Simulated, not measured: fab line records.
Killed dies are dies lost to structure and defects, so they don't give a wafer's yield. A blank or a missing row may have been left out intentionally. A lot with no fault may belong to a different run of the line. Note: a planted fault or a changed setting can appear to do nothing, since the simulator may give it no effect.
The tool behind it: which one? ; flow n5-finfet ; 24 lots with 72 wafers sampled at 6 steps, on a route of 1938 steps

WHAT EACH GAUGE READ, for each wafer
The record holds no reading of a measuring or inspecting step that can be judged against a usual standard deviation.

TOOL THAT RAN EACH LOT (tool first, then ch and the chambers of the sampled wafers, then the start)
lot;N5_BEOL_M4_SPUTTER_90;N5_BEOL_M5_ETCH_41;N5_BEOL_M5_ALD_86;N5_BEOL_M5_SURFACE_TREAT_87;N5_BEOL_M5_SPUTTER_81;N5_BEOL_M5_PRE_CLEAN_77
L076;pvd-sputter-03, day 7 23:19;rie-diel-03 ch 0,1,3, day 8 06:00 or earlier;ald-metal-04 ch 2,3, day 8 06:00;pvd-sputter-01, day 8 06:29;pvd-sputter-01, day 8 08:04;cvd-co-02 ch 1,2, day 8 12:46
L074;pvd-sputter-02, day 8 07:28;rie-diel-02 ch 0,1,2, day 8 15:02 or earlier;ald-metal-04 ch 0,2, day 8 15:02;pvd-sputter-02, day 8 15:22;pvd-sputter-02, day 8 16:44;cvd-co-02 ch 0,2, day 8 22:38
L075;pvd-sputter-03, day 8 07:48;rie-diel-03 ch 0,2,3, day 8 15:37 or earlier;ald-metal-04 ch 1,3, day 8 15:37;pvd-sputter-03, day 8 16:08;pvd-sputter-01, day 8 17:29;cvd-co-01 ch 0,2, day 9 02:18
L077;pvd-sputter-02, day 9 03:18;rie-diel-03 ch 2,3, day 9 11:35 or earlier;ald-metal-03 ch 1,2, day 9 11:35;pvd-sputter-02, day 9 12:16;pvd-sputter-02, day 9 13:35;cvd-co-02 ch 0,2, day 9 17:41
L078;pvd-sputter-01, day 9 06:25;rie-diel-02 ch 2,3, day 9 15:06 or earlier;ald-metal-03 ch 0,1,3, day 9 15:06;pvd-sputter-01, day 9 15:22;pvd-sputter-03, day 9 16:50;cvd-co-02 ch 0,1,2, day 9 21:01
L081;pvd-sputter-01, day 9 09:35;rie-diel-01 ch 0,2,3, day 9 17:07 or earlier;ald-metal-03 ch 1,2, day 9 17:07;pvd-sputter-02, day 9 17:28;pvd-sputter-01, day 9 18:48;cvd-co-02 ch 1,2, day 9 22:53
L079;pvd-sputter-03, day 9 09:38;rie-diel-02 ch 1,2, day 9 17:10 or earlier;ald-metal-04 ch 0,3, day 9 17:10;pvd-sputter-02, day 9 17:33;pvd-sputter-02, day 9 19:05;cvd-co-02 ch 0,2, day 9 23:11
L080;pvd-sputter-02, day 9 11:22;rie-diel-01 ch 0,2,3, day 9 21:41 or earlier;ald-metal-02 ch 0,2,3, day 9 21:41;pvd-sputter-03, day 9 22:05;pvd-sputter-01, day 9 23:26;cvd-co-01 ch 0,1,2, day 10 03:34
L082;pvd-sputter-03, day 10 06:33;rie-diel-03 ch 0,1,3, day 10 15:00 or earlier;ald-metal-03 ch 1,2,3, day 10 15:00;pvd-sputter-01, day 10 15:21;pvd-sputter-03, day 10 16:43;cvd-co-01 ch 0,1,2, day 10 20:49
L084;pvd-sputter-03, day 10 12:47;rie-diel-01 ch 0,2, day 10 20:04 or earlier;ald-metal-03 ch 0,3, day 10 20:04;pvd-sputter-03, day 10 20:29;pvd-sputter-02, day 10 21:59;cvd-co-01 ch 1,2, day 11 02:11
L083;pvd-sputter-01, day 10 13:04;rie-diel-01 ch 0,2, day 10 20:38 or earlier;ald-metal-02 ch 1,2, day 10 20:38;pvd-sputter-01, day 10 20:57;pvd-sputter-01, day 10 22:20;cvd-co-01 ch 0,2, day 11 02:38
L085;pvd-sputter-02, day 10 14:50;rie-diel-01 ch 0,2, day 11 01:41 or earlier;ald-metal-02 ch 1,2,3, day 11 01:41;pvd-sputter-03, day 11 01:59;pvd-sputter-03, day 11 03:19;cvd-co-01 ch 0,1,2, day 11 07:26
L086;pvd-sputter-02, day 10 20:10;rie-diel-02 ch 1,2,3, day 11 05:15 or earlier;ald-metal-04 ch 0,1,3, day 11 05:15;pvd-sputter-02, day 11 05:32;pvd-sputter-02, day 11 06:53;cvd-co-02 ch 0,2, day 11 10:58
L087;pvd-sputter-01, day 11 05:43;rie-diel-02 ch 0,1,2, day 11 12:49 or earlier;ald-metal-04 ch 0,1, day 11 12:49;pvd-sputter-01, day 11 13:04;pvd-sputter-01, day 11 14:26;cvd-co-01 ch 0,1, day 11 19:11
L089;pvd-sputter-02, day 11 11:30;rie-diel-02 ch 0,1,3, day 11 19:49 or earlier;ald-metal-03 ch 0,1,2, day 11 19:49;pvd-sputter-02, day 11 20:02;pvd-sputter-03, day 11 21:23;cvd-co-01 ch 0,1,2, day 12 01:47
L088;pvd-sputter-03, day 11 12:17;rie-diel-03 ch 0,1,2, day 11 20:17 or earlier;ald-metal-04 ch 1,2,3, day 11 20:17;pvd-sputter-02, day 11 20:31;pvd-sputter-02, day 11 22:01;cvd-co-01 ch 1,2, day 12 02:19
L090;pvd-sputter-02, day 11 13:28;rie-diel-01 ch 0,2, day 11 20:38 or earlier;ald-metal-03 ch 0,1,2, day 11 20:38;pvd-sputter-02, day 11 20:52;pvd-sputter-01, day 12 01:49;cvd-co-01 ch 0,1,2, day 12 06:31
L091;pvd-sputter-01, day 11 18:52;rie-diel-01 ch 0,1,2, day 12 04:02 or earlier;ald-metal-03 ch 1,2,3, day 12 04:02;pvd-sputter-01, day 12 05:14;pvd-sputter-02, day 12 06:33;cvd-co-01 ch 1,2, day 12 10:40
L093;pvd-sputter-03, day 12 18:41;rie-diel-03 ch 0,2, day 13 01:32 or earlier;ald-metal-02 ch 1,3, day 13 01:32;pvd-sputter-01, day 13 01:48;pvd-sputter-03, day 13 03:10;cvd-co-01 ch 0,1, day 13 07:15
L092;pvd-sputter-01, day 12 18:44;rie-diel-02 ch 1,2, day 13 01:47 or earlier;ald-metal-02 ch 2,3, day 13 01:47;pvd-sputter-01, day 13 02:04;pvd-sputter-02, day 13 03:25;cvd-co-01 ch 0,2, day 13 07:31
L095;pvd-sputter-02, day 13 01:26;rie-diel-01 ch 0,1,3, day 13 11:25 or earlier;ald-metal-04 ch 0,1,3, day 13 11:25;pvd-sputter-03, day 13 11:40;pvd-sputter-03, day 13 13:08;cvd-co-01 ch 1,2, day 13 17:14
L094;pvd-sputter-01, day 13 03:37;rie-diel-03 ch 0,1,3, day 13 11:39 or earlier;ald-metal-03 ch 1,3, day 13 11:39;pvd-sputter-02, day 13 12:02;pvd-sputter-02, day 13 13:31;cvd-co-01 ch 0,2, day 13 17:47
L096;pvd-sputter-03, day 13 08:46;rie-diel-02 ch 0,1,3, day 13 17:03 or earlier;ald-metal-04 ch 0,1,3, day 13 17:03;pvd-sputter-03, day 13 17:29;pvd-sputter-03, day 13 18:48;cvd-co-02 ch 0,1, day 13 22:55
L097;pvd-sputter-02, day 13 09:08;rie-diel-01 ch 1,2, day 13 19:09 or earlier;ald-metal-02 ch 0,3, day 13 19:09;pvd-sputter-01, day 13 19:32;pvd-sputter-01, day 13 20:52;cvd-co-02 ch 0,1, day 14 01:34
- N5_BEOL_M4_SPUTTER_90: material Cu, target thk 4.5 nm, time 8.29 s.
- N5_BEOL_M5_ETCH_41: etches SiCN in CH3F/O2, target depth 31.5 nm, time 56.7 s.
- N5_BEOL_M5_ALD_86: deposits TaN, pulse time 2 s, purge time 3 s, co reactant purge time 2 s.
- N5_BEOL_M5_SURFACE_TREAT_87
- N5_BEOL_M5_SPUTTER_81: material Cu, target thk 15 nm, time 27.62 s.
- N5_BEOL_M5_PRE_CLEAN_77: time 15 s.

WHAT THE TOOLS THEMSELVES READ (means of the sampled wafers that have a number; where no wafer has one, the mark that the record gives instead)
N5_BEOL_M4_SPUTTER_90.
lot;tool;substrate-temp-c (C);throttle-valve-pct (%)
L076;pvd-sputter-03;-19.89;29.7
L074;pvd-sputter-02;-19.90;31.9
L075;pvd-sputter-03;-19.92;30.1
L077;pvd-sputter-02;-20.02;31.0
L078;pvd-sputter-01;-19.91;30.6
L081;pvd-sputter-01;-20.05;29.8
L079;pvd-sputter-03;-19.86;31.1
L080;pvd-sputter-02;-19.95;31.6
L082;pvd-sputter-03;-20.00;30.9
L084;pvd-sputter-03;-20.11;29.9
L083;pvd-sputter-01;-19.87;29.9
L085;pvd-sputter-02;-20.08;30.8
L086;pvd-sputter-02;-20.01;31.2
L087;pvd-sputter-01;-20.02;30.4
L089;pvd-sputter-02;-19.99;31.0
L088;pvd-sputter-03;-20.05;28.9
L090;pvd-sputter-02;-19.99;31.5
L091;pvd-sputter-01;-20.05;29.7
L093;pvd-sputter-03;-20.00;29.9
L092;pvd-sputter-01;-19.95;29.8
L095;pvd-sputter-02;-20.05;31.9
L094;pvd-sputter-01;-19.97;28.8
L096;pvd-sputter-03;-19.89;29.8
L097;pvd-sputter-02;-20.11;31.8

N5_BEOL_M5_ETCH_41.
lot;tool;drypump-motor-current-A (A);oes-product-au (a.u.);rf-vpp-V (V);showerhead-plenum-p-Torr (Torr);throttle-valve-pct (%)
L076;rie-diel-03;6.1;0.78;298.9;2.06;16.28
L074;rie-diel-02;5.9;0.72;296.8;2.01;16.53
L075;rie-diel-03;6.4;0.78;299.2;2.06;16.20
L077;rie-diel-03;6.5;0.83;298.3;2.08;16.21
L078;rie-diel-02;5.8;0.71;298.1;2.01;16.66
L081;rie-diel-01;5.6;0.75;298.1;2.02;16.40
L079;rie-diel-02;5.8;0.71;297.1;1.97;16.62
L080;rie-diel-01;5.6;0.75;298.1;2.02;16.40
L082;rie-diel-03;6.1;0.76;298.5;2.06;16.32
L084;rie-diel-01;5.2;0.76;298.7;2.06;16.39
L083;rie-diel-01;5.2;0.77;298.3;2.06;16.39
L085;rie-diel-01;5.2;0.76;297.9;2.06;16.39
L086;rie-diel-02;5.8;0.71;297.0;1.98;16.65
L087;rie-diel-02;5.9;0.79;297.6;2.00;16.38
L089;rie-diel-02;5.8;0.77;296.8;1.97;16.48
L088;rie-diel-03;6.1;0.71;297.2;2.01;16.39
L090;rie-diel-01;5.2;0.76;298.0;2.05;16.40
L091;rie-diel-01;5.4;0.81;298.0;2.01;16.23
L093;rie-diel-03;6.2;0.72;299.0;2.03;16.26
L092;rie-diel-02;5.9;0.71;298.3;2.02;16.59
L095;rie-diel-01;5.7;0.85;296.5;1.99;16.04
L094;rie-diel-03;6.1;0.75;297.9;2.05;16.34
L096;rie-diel-02;5.8;0.75;295.6;1.96;16.50
L097;rie-diel-01;5.5;0.86;297.1;1.97;16.09

N5_BEOL_M5_ALD_86.
lot;tool;chamber-pressure-Torr (Torr);heater-power-w (W)
L076;ald-metal-04;3.006;428
L074;ald-metal-04;2.997;399
L075;ald-metal-04;2.994;435
L077;ald-metal-03;3.003;435
L078;ald-metal-03;2.998;446
L081;ald-metal-03;2.997;436
L079;ald-metal-04;3.003;427
L080;ald-metal-02;2.999;400
L082;ald-metal-03;2.996;423
L084;ald-metal-03;3.004;431
L083;ald-metal-02;3.000;388
L085;ald-metal-02;2.998;398
L086;ald-metal-04;3.004;429
L087;ald-metal-04;2.996;429
L089;ald-metal-03;3.001;408
L088;ald-metal-04;2.997;419
L090;ald-metal-03;3.004;411
L091;ald-metal-03;2.999;416
L093;ald-metal-02;3.007;411
L092;ald-metal-02;2.997;429
L095;ald-metal-04;2.999;432
L094;ald-metal-03;3.002;471
L096;ald-metal-04;3.004;430
L097;ald-metal-02;3.003;410

N5_BEOL_M5_SPUTTER_81.
lot;tool;substrate-temp-c (C);throttle-valve-pct (%)
L076;pvd-sputter-01;-20.03;28.9
L074;pvd-sputter-02;-19.98;31.7
L075;pvd-sputter-01;-20.06;30.5
L077;pvd-sputter-02;-19.99;31.4
L078;pvd-sputter-03;-19.84;29.9
L081;pvd-sputter-01;-19.87;30.7
L079;pvd-sputter-02;-20.03;32.3
L080;pvd-sputter-01;-19.94;29.7
L082;pvd-sputter-03;-20.00;29.9
L084;pvd-sputter-02;-20.01;31.2
L083;pvd-sputter-01;-20.05;29.8
L085;pvd-sputter-03;-19.97;30.0
L086;pvd-sputter-02;-19.97;31.3
L087;pvd-sputter-01;-19.96;29.6
L089;pvd-sputter-03;-20.03;31.0
L088;pvd-sputter-02;-19.90;31.6
L090;pvd-sputter-01;-20.00;29.6
L091;pvd-sputter-02;-19.96;31.7
L093;pvd-sputter-03;-19.93;31.0
L092;pvd-sputter-02;-19.96;31.6
L095;pvd-sputter-03;-20.00;29.9
L094;pvd-sputter-02;-19.89;31.9
L096;pvd-sputter-03;-20.07;29.8
L097;pvd-sputter-01;-19.96;30.5

N5_BEOL_M5_PRE_CLEAN_77.
lot;tool;heater-power-w (W)
L076;cvd-co-02;104
L074;cvd-co-02;90
L075;cvd-co-01;121
L077;cvd-co-02;90
L078;cvd-co-02;98
L081;cvd-co-02;102
L079;cvd-co-02;89
L080;cvd-co-01;105
L082;cvd-co-01;107
L084;cvd-co-01;90
L083;cvd-co-01;123
L085;cvd-co-01;106
L086;cvd-co-02;97
L087;cvd-co-01;100
L089;cvd-co-01;108
L088;cvd-co-01;88
L090;cvd-co-01;106
L091;cvd-co-01;96
L093;cvd-co-01;118
L092;cvd-co-01;115
L095;cvd-co-01;96
L094;cvd-co-01;112
L096;cvd-co-02;100
L097;cvd-co-02;93

THE ANSWER, worked out from the rows above alone
Rule: what is usual is taken from the lots themselves. Put in order of their means at a reading, lots are off if they are a third of the lots or fewer, leave a main group of 4 or more, and stand apart from it by a gap of 3 or more times the standard deviation of the main group's means; of several such gaps the widest counts. A main group is skipped when, at the precision printed for the reading in the tables above, its means are all equal. A lot without any number at a reading at which 4 lots or more have one is off too. Any other lot the step has rows for is counted as sound. After the gauges, taken in route order, come the tools' own readings; for these a lot's mean is taken, as printed above. At the first step where some lot is off, the reading lying furthest off is the one used; lots without a number count as furthest.
No lot is off at any reading shown: from this, nothing can be told.

WHAT WAS PUT IN BY THE SIMULATOR
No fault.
